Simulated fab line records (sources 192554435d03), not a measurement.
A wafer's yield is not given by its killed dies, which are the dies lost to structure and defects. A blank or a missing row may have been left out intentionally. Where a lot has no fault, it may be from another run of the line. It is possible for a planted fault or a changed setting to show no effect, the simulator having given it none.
fab line records    flow n5_finfet
[record] lots = 4  wafers = 12  last_day = 20
route steps=1938 shown HKMG_FIN@426 GATE_CUT@465 PASSIVATION@1936
lots that met no fault: taken from a fault-free run of the same line
start_h: the number of hours between the record's first day and the start of the first shown wafer of the lot    wait_h: hours from the lot's prior step to this one    " unchanged from the row above    L1.1+2: a single row standing in for several wafers    - no value present, or no start provided    * or withheld: withheld    < > ~ a bound
route shown NAME@n: NAME is a module with steps in the file, n the number in the route of the first one    usual: average and standard deviation across the fault-free wafers    same: alike in all rows    chamber/n: place in a boat    sites: readings site by site    _std_site: the standard deviation of these    _edge_site: inner sites' mean taken away from outer sites' mean    radius_mm: how far each site lies from the wafer's centre    mask NAME#n: copy n    behind: the most recent tool/chamber to have shaped the wafer    hold: what put the lot on hold/how long, in hours/how the hold closed    device: names the non-switching transistor (n, p or np)    end of line: tests of these same wafers at the route's end    for a step that has no rows: nothing shown but its recipe    killed: count of dies lost to structure and defects at first sort (not the wafer's yield)    map: dies across one wafer; x = killed, . = not, _ = none there
set.NAME: the setting that was run; set.NAME@STEP: the one run at that earlier step    model.NAME: the simulator's own value behind a step, which no gauge read
lots at some steps of the route; a table a step, a row a wafer
services: from which hour (start_h, from the record's first day; less than 0 if before it) a tool's chamber was out of use, for how many hours, and why
[[steps]]
[step N5_HKMG_FIN_SOFTBAKE_07]
[recipe] temp_c = 110  time_s = 60  resist = CAR-ArF
[step N5_HKMG_FIN_EXPOSE_09]
[recipe] mask_id = NWFM  na = 1.35  source_shape = conventional  sigma_outer = 0.8  polarization = unpolarized  dose_mj = 39.25
[step N5_HKMG_FIN_PEB_10]
[recipe] peb_temp_c = withheld  peb_time_s = 60  resist = CAR-ArF
[step N5_HKMG_FIN_DEVELOP_11]
[recipe] develop_time_s = 30  developer = TMAH  resist = CAR-ArF  dev_temp_c = 23  rinse_liquid = diw  dry = air_spin
[step N5_HKMG_FIN_DESCUM_17]
[recipe] chemistry = O2  time_s = 7.9  source_power_w = 50  bias_power_w = 20  pressure_mtorr = 20  rf_frequency_hz = 2.712e+07  temp_c = 40  resist = CAR-ArF  o2_flow_sccm = 225
[step N5_HKMG_FIN_ETCH_31]
[recipe] chemistry = CF4  target = SiARC  target_depth_a = 455  mask_material = CAR-ArF  time_s = 75.8  ion_energy_ev = 80  pressure_mtorr = 40  source_w = 545  bias_w = 36  Ar_flow_sccm = 100  cf4_flow_sccm = 100  ends = cleared
[step N5_HKMG_FIN_ETCH_32]
[recipe] chemistry = N2/H2  target = SOC  target_depth_a = 2400  temp_c = 40  time_s = 300  ion_energy_ev = 200  mask_material = SiARC  pressure_mtorr = 30  source_w = 840  bias_w = 150  n2_flow_sccm = 200  h2_flow_sccm = 200
[step N5_HKMG_FIN_STRIP_33]
[recipe] chemistry = N2/H2  temp_c = 40  n2_flow_sccm = 200  h2_flow_sccm = 200  rf_frequency_hz = 6e+07
[step N5_HKMG_FIN_STRIP_34]
[recipe] chemistry = CF4  resist = SiARC  power_w = 300  bias_power_w = 75  pressure_mtorr = 50  cf4_flow_sccm = 150  rf_frequency_hz = 6e+07
[step N5_HKMG_FIN_ETCH_35]
[recipe] chemistry = N2/H2  target = SOC  target_depth_a = 2158  ion_energy_ev = 65  bias_w = 5  source_w = 3000  time_s = 243.4  pressure_mtorr = 30  n2_flow_sccm = 200  h2_flow_sccm = 200
[usual] drypump_motor_current_A = 5.8/0.38  oes_product_au = 0.80/0.059  rf_vpp_V = 141.8/0.96  showerhead_plenum_p_Torr = 2.57/0.068  throttle_valve_pct = 17.87/0.21
lot.wafer  tool         chamber  start_h  wait_h  drypump_motor_current_A  oes_product_au  rf_hours_counter_h  rf_vpp_V  showerhead_plenum_p_Torr  throttle_valve_pct
L421.2     rie_diel-01  2        130.57   0.0     6.3                      0.87            49                  140.1     2.48                      17.87
L421.3     "            3        "        "       5.6                      0.78            122                 141.3     2.55                      17.94
L421.5     "            3        "        "       5.6                      0.78            -                   142.6     2.55                      17.96
L430.3     rie_diel-01  3        199.22   0.0     5.6                      0.77            139                 140.8     2.54                      17.98
L430.4     "            0        "        "       5.7                      0.83            73                  143.3     2.68                      17.92
L430.6     "            1        "        "       5.8                      0.82            -                   141.6     2.57                      17.82
L432.2     rie_diel-01  1        244.37   0.0     5.7                      0.81            100                 141.0     2.57                      17.82
L432.3     "            2        "        "       6.2                      0.83            78                  140.1     2.47                      17.93
L432.6     "            0        "        "       5.8                      0.82            -                   142.7     2.68                      17.96
L435.1     rie_diel-06  0        246.22   0.0     5.9                      0.73            200                 140.2     2.51                      18.12
L435.2     "            3        "        "       5.9                      0.75            158                 140.4     2.53                      17.83
L435.3     "            2        "        "       5.1                      0.73            189                 142.5     2.64                      17.84
[step N5_HKMG_FIN_STRIP_92]
[recipe] chemistry = N2/H2  material = SOC  time_s = 20  power_w = 500  temp_c = 40  pressure_mtorr = 50  rf_frequency_hz = 6e+07  bias_power_w = 8  h2_frac = 0.5  n2_flow_sccm = 300  h2_flow_sccm = 300
[step N5_HKMG_FIN_WET_ETCH_18]
[recipe] chemistry = SC1  target = TiN  mix = 1:1:5  temp_c = *  time_s = 55  target_depth_nm = 5.2  dry = ipa_marangoni  rinse_time_s = 30  rinse_temp_c = 23
[step N5_HKMG_FIN_STRIP_19]
[recipe] chemistry = N2/H2  power_w = 2500  temp_c = 300  h2_frac = 0.65  time_s = 360  pressure_mtorr = withheld  n2_flow_sccm = 1750  h2_flow_sccm = 3250
[step N5_HKMG_FIN_ALD_91]
[recipe] material = TiN  target_thk_a = 10  temp_c = 400  ald_precursor_family = TiCl4  ald_co_reactant = NH3  pulse_time_s = 1  purge_time_s = 3  co_reactant_purge_time_s = 2  co_reactant_pulse_time_s = 2  ald_cycles = 47  pressure_torr = 3
[step N5_HKMG_FIN_COAT_85]
[recipe] resist = SOC  temp_c = 250  time_s = 60  spin_rpm = 1500  resist_thk_nm = 300
[step N5_HKMG_FIN_ETCH_86]
[recipe] chemistry = N2/H2  target = SOC  target_depth_a = 3932  stop_on = TiN  ion_energy_ev = 100  bias_w = 61  pressure_mtorr = 30  source_w = 850  n2_flow_sccm = 200  h2_flow_sccm = 200
[step N5_HKMG_FIN_STRIP_89]
[recipe] chemistry = N2/H2  material = SOC  time_s = 20  power_w = 500  temp_c = 40  pressure_mtorr = 50  rf_frequency_hz = 6e+07  bias_power_w = 8  h2_frac = 0.5  n2_flow_sccm = 300  h2_flow_sccm = 300
[step N5_HKMG_FIN_WET_ETCH_87]
[recipe] chemistry = SC1  target = TiN  mix = 1:2:40  temp_c = 50  time_s = 154.2  target_depth_nm = 4.7  dry = ipa_marangoni  rinse_time_s = 30  rinse_temp_c = 23
[step N5_HKMG_FIN_STRIP_88]
[recipe] chemistry = N2/H2  power_w = 2500  temp_c = 300  h2_frac = 0.65  time_s = 360  pressure_mtorr = withheld  n2_flow_sccm = 1750  h2_flow_sccm = 3250
[step N5_HKMG_FIN_NWFM_ALD_20]
[recipe] material = TiAlC  target_thk_a = 20  temp_c = 300  ald_precursor_family = TiCl4  ald_co_reactant = TEA  pulse_time_s = 3  purge_time_s = 2  co_reactant_purge_time_s = 2  co_reactant_pulse_time_s = 10  ald_cycles = 7  pressure_torr = 3
[step N5_HKMG_FIN_ALD_71]
[recipe] material = TiN  target_thk_a = 10  temp_c = 400  ald_precursor_family = TiCl4  ald_co_reactant = NH3  pulse_time_s = 1  purge_time_s = 3  co_reactant_purge_time_s = 2  co_reactant_pulse_time_s = 2  ald_cycles = 47  pressure_torr = 3
[step N5_HKMG_FIN_COAT_66]
[recipe] resist = SOC  temp_c = 250  time_s = 60  spin_rpm = 1500  resist_thk_nm = 300
[step N5_HKMG_FIN_ETCH_67]
[recipe] chemistry = N2/H2  target = SOC  target_depth_a = 3889  stop_on = TiN  ion_energy_ev = 100  bias_w = 61  pressure_mtorr = 30  source_w = 850  n2_flow_sccm = 200  h2_flow_sccm = 200
[step N5_HKMG_FIN_STRIP_90]
[recipe] chemistry = N2/H2  material = SOC  time_s = 20  power_w = 500  temp_c = 40  pressure_mtorr = 50  rf_frequency_hz = 6e+07  bias_power_w = 8  h2_frac = 0.5  n2_flow_sccm = 300  h2_flow_sccm = 300
[step N5_HKMG_FIN_WET_ETCH_73]
[recipe] chemistry = SC1  mix = 1:2:40  temp_c = 50  time_s = 42.3  target_depth_nm = 1.3  dry = ipa_marangoni  rinse_time_s = 30  rinse_temp_c = 23
[step N5_HKMG_FIN_ETCHBACK_68]
[recipe] chemistry = Cl2/Ar  stop_on = HfO2  target_depth_a = 5  pressure_mtorr = 10  icp_w = 600  bias_w = 60  Cl2_flow_sccm = 40  Ar_flow_sccm = 60
[step N5_HKMG_FIN_STRIP_69]
[recipe] chemistry = N2/H2  power_w = 2500  temp_c = 300  h2_frac = 0.65  time_s = 360  pressure_mtorr = withheld  n2_flow_sccm = 1750  h2_flow_sccm = 3250
[step N5_HKMG_FIN_ALD_21]
[recipe] material = TiN  target_thk_a = 15  temp_c = 400  ald_precursor_family = TiCl4  ald_co_reactant = NH3  pulse_time_s = 1  purge_time_s = 3  co_reactant_purge_time_s = 2  co_reactant_pulse_time_s = 2  ald_cycles = 68  pressure_torr = 3
[step N5_HKMG_FIN_ALD_72]
[recipe] material = W  target_thk_a = 20  temp_c = 300  pressure_torr = 7.5  ald_precursor_family = WF6  ald_co_reactant = B2H6  pulse_time_s = 1  purge_time_s = 2  co_reactant_purge_time_s = 2  co_reactant_pulse_time_s = 3  ald_cycles = 7
[step N5_HKMG_FIN_W_FILL_22]
[recipe] material = W  target_thk_a = 600  temp_c = 400  pressure_torr = 39.4  time_s = 18.2
[step N5_HKMG_FIN_PRECLEAN_83]
[recipe] chemistry = DIW  time_s = 57.5  temp_c = 23
[step N5_HKMG_FIN_SRD_84]
[recipe] dry_time_s = 32  dry = n2_spin  spin_rpm = 1500
[step N5_HKMG_FIN_CMP_23]
[recipe] stop_on = SiNx  t_overpolish_s = 10  post_cmp_clean = rinse_only  down_force_psi = 4  platen_rpm = 50.289  pad_velocity_m_s = 1.0006  target_thk_nm = 46.326
[step N5_HKMG_FIN_CMP_94]
[recipe] stop_on = SiNx  post_cmp_clean = w_dilute_nh4oh  t_overpolish_s = 4.7  down_force_psi = 4  platen_rpm = 50.289  pad_velocity_m_s = 1.0006  target_thk_nm = 43.299
[step N5_GATE_CUT_ETCHBACK_00]
[recipe] chemistry = SF6/Cl2  target = W  pressure_mtorr = 8  icp_w = 900  bias_w = 80  SF6_flow_sccm = 40  Cl2_flow_sccm = 60
[step N5_GATE_CUT_ETCH_56]
[recipe] chemistry = Cl2/Ar  target = TiN  target_depth_a = 216  pressure_mtorr = 10  icp_w = 600  bias_w = 60  Cl2_flow_sccm = 40  Ar_flow_sccm = 60
[step N5_GATE_CUT_ETCHBACK_30]
[recipe] chemistry = Cl2/Ar  target = TiN  target_depth_a = 30  mode = isotropic  pressure_mtorr = 10  icp_w = 600  bias_w = 60  Cl2_flow_sccm = 40  Ar_flow_sccm = 60
[step N5_PASSIVATION_PROBE_49]
[usual] defect_limited_yield = 91.2/1.3  killed_at_M0_to_M3 = 34/9.2  killed_at_M4_up = 14/5  killed_at_contacts = 13/6.7  killed_at_front_end = 39/12  killed_at_other = 4/3.3  killed_dies = 104/15  killed_open = 68/12  killed_short = 34/7.5  sort_bin_5_function = 5.2/0.87  sort_bin_6_memory = 3.3/0.63  sort_n_pass = 1076/15  sort_yield_pct = 91.2/1.3
[same] gross_dies = 1180  killed_at_back_side = 0  sort_bin_4_leakage[%] = 0  sort_bin_8_speed[%] = 0
lot.wafer  tool       chamber  start_h  wait_h  defect_limited_yield[%]  killed_at_M0_to_M3  killed_at_M4_up  killed_at_contacts  killed_at_front_end  killed_at_other  killed_dies  killed_open  killed_short  sort_bin_5_function[%]  sort_bin_6_memory[%]  sort_n_pass  sort_yield_pct[%]
L430.6     prober-02  -        438.28   0.7     80.5                     51                  17               16                  145                  1                230          72           31            11.8                    5.0                   950          80.5
L432.2     prober-02  -        478.73   0.1     79.9                     32                  11               25                  163                  6                237          80           34            13.7                    4.3                   943          79.9
// killed by level:class
L430.6 HKMG_FIN:unspecified=119 MOL_CONTACT_COAG:geometric_particle:open=14 BEOL_M2:geometric_particle:open=12 BEOL_M3:geometric_particle:open=11 BEOL_M0_SAQP:geometric_particle:short=10 FIN_SAQP:geometric_particle:short=9 BEOL_M0_SAQP:geometric_particle:open=8 FIN_SAQP:geometric_particle:open=4
L432.2 HKMG_FIN:unspecified=121 MOL_CONTACT_COAG:geometric_particle:open=20 FIN_SAQP:geometric_particle:short=10 STI_FIN_REVEAL:geometric_particle:open=8 BEOL_M0_SAQP:geometric_particle:open=8 FIN_SAQP:geometric_particle:open=7 BEOL_M0_SAQP:geometric_particle:short=7 BEOL_M4:geometric_particle:open=7
// map L430.6 (x killed, . not)
_________________.x..xxx.....________________
______________............x..x.._____________
___________.........xxx....xx......__________
__________............x............._________
________.x.....x......x.............x._______
_______.........................x......______
______..x............x.........x........_____
_____.x......x...x......x..xx......x.x...____
____....xx......xxx....xx.x..............x___
___..x....x..x...x.x.xx....................__
___.............x..xxxxxxxxxx.x............__
__x.........xxx.xxxxxxxxxxx.x..............._
__............xxxxxxxxxxxx.x................_
_.....x..x....xxxxxxxxxxxxx...........x....x.
_.............xxxxxxxxxxxxxx.x...............
_.....x.x....x.xxxxxxxxxxxx.x..x....xx....x..
_........x.....xxxxxxxxxxxx.x............x...
_...x...x.......xxxxxxxxxxxx..............x..
_...........x.x.xxxxxxx.x.x....x.............
_x............x...x.x.xxx.x..................
_x...................x..x..x...............x.
__...............xx..x.x..x..........xx.x..._
__..x.......x..xx...............x..........._
___.....................x..............x...__
___.............x.............x............__
____..x...x..................xx...........___
_____............................x.....x.____
______.......x..x..............x........_____
_______..................x......x.....x______
________..x..................x.x.x...._______
__________x......................x.._________
___________..........x.............__________
______________............x....._____________
_________________...........x________________
// map L432.2 (x killed, . not)
_________________x...x.......________________
______________...x..x..........x_____________
___________.....x....x.x.........x.__________
__________x........................._________
________...x.x...x..............xxx..._______
_______......x....x...............x....______
______.........x..............xx...x.xx._____
_____............x.................x..xx.____
____.x........x.....xx..x.x..x..xx........___
___......x.x....x...x..x.......x...........__
___.x......x....xxxxxxxxxx.x...........x...__
__...x.........xxxxxxxxxx.x...............x._
__...............xxxxxxxx.x.x...x........x.._
_.....x......x.xxxxxxxxxxxx.x.........xx.....
_............x.xxxxxxxxxxxxx.......x.....x...
_......x......xxxxxxxxxxxxxx...x......x......
_x...x........xxxxxxxxxxxxxx.........xx......
_......x......xxxxxxxxxxxxxx.............x...
_.x............xx.xxxxx.xx........x......x...
_.............x.xx.xxxx.............x......xx
_...x.x...x.......xx...x...................x.
__....x......x.............................x_
__............x....................x........_
___......x......x.............x....x.......__
___.x..........x...x.......................__
____x...........xx....x....x..........xx..___
_____.....x.........x....x...............____
______......x.xx....x...x...........x..._____
_______...................x.......xx...______
________..x.....x....................._______
__________.x...x.........x.......x.._________
___________x.........x.............__________
______________.................._____________
_________________..x....x....________________
[[services]]
tool         chamber  start_h  hours  kind
rie_diel-06  -        152.62   0.9    repair
rie_diel-01  0        161.28   4.4    repair
rie_diel-01  1        187.71   6.8    repair
rie_diel-06  1        214.42   9.5    repair
rie_diel-01  -        234.77   2.8    pm
[[key]]
[first_sign] step = N5_PASSIVATION_PROBE_49  reading = killed_at_front_end  direction = up  sigmas = 9.4  usual = 39  struck = 154
[effect] step = N5_PASSIVATION_PROBE_49  reading = defect_limited_yield  direction = down  sigmas = 8.5  usual = 91.2  struck = 80.2
[more_kills_born_at] N5_HKMG_FIN_ETCH_35@rie_diel-01 = 240
met_at N5_HKMG_FIN_ETCH_35
struck_wafers L430.6,L432.2
[fault] kind = chamber_particle_source  tool = rie_diel-01  chamber = 1  onset_h = 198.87  steps = N5_HKMG_FIN_ETCH_35  rate_per_visit_cm2 = 0.71577
